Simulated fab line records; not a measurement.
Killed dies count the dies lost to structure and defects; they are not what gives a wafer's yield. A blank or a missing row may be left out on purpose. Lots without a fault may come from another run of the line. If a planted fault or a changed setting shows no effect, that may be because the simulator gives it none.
Matching of chambers :: flow nand_harc :: 4 sister chambers for NHARC_A_CONTACT_ETCH_88 on rie_diel-03
The step etches the open film in CF4, target depth 39 nm, time 65 s. 4 wafers are shown with their chamber, then 7 later ones without.

WAFERS, EACH WITH ITS CHAMBER
wafer: L082.6
chamber: 0
drypump_motor_current_A (A): 5.8

wafer: L090.6
chamber: 2
drypump_motor_current_A (A): 5.2

wafer: L093.2
chamber: 1
drypump_motor_current_A (A): 4.7

wafer: L093.4
chamber: 3
drypump_motor_current_A (A): 5.3

WAFERS WITHOUT THEIR CHAMBER
wafer: L093.5
drypump_motor_current_A (A): 5.2

wafer: L095.2
drypump_motor_current_A (A): 4.8

wafer: L095.5
drypump_motor_current_A (A): 5.8

wafer: L095.6
drypump_motor_current_A (A): 4.8

wafer: L094.3
drypump_motor_current_A (A): 4.7

wafer: L094.4
drypump_motor_current_A (A): 4.7

wafer: L094.5
drypump_motor_current_A (A): 5.7

WHICH CHAMBER EACH WENT THROUGH
wafer: L093.5
from the rows above: can't be placed: 2 or 3
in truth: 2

wafer: L095.2
from the rows above: 1
in truth: 1

wafer: L095.5
from the rows above: 0
in truth: 0

wafer: L095.6
from the rows above: 1
in truth: 1

wafer: L094.3
from the rows above: 1
in truth: 1

wafer: L094.4
from the rows above: 1
in truth: 1

wafer: L094.5
from the rows above: 0
in truth: 0
Placed correctly: 6 of 7. Not placeable from these rows: 1 (in 1, the candidates include the true chamber). Number placed wrongly: 0.
How it was worked out, from the rows above alone: a wafer's distance from a chamber is the root of the sum, over the readings, of the square of ((its reading less the chamber's mean) divided by the reading's scatter). If the next closest chamber is less than 2 further off than the closest, the wafer can't be placed; otherwise it belongs to the closest. A chamber's mean is the mean of its shown wafers. The scatter: root of mean squared gap, hidden wafer to nearest shown wafer, with one shown wafer a chamber.
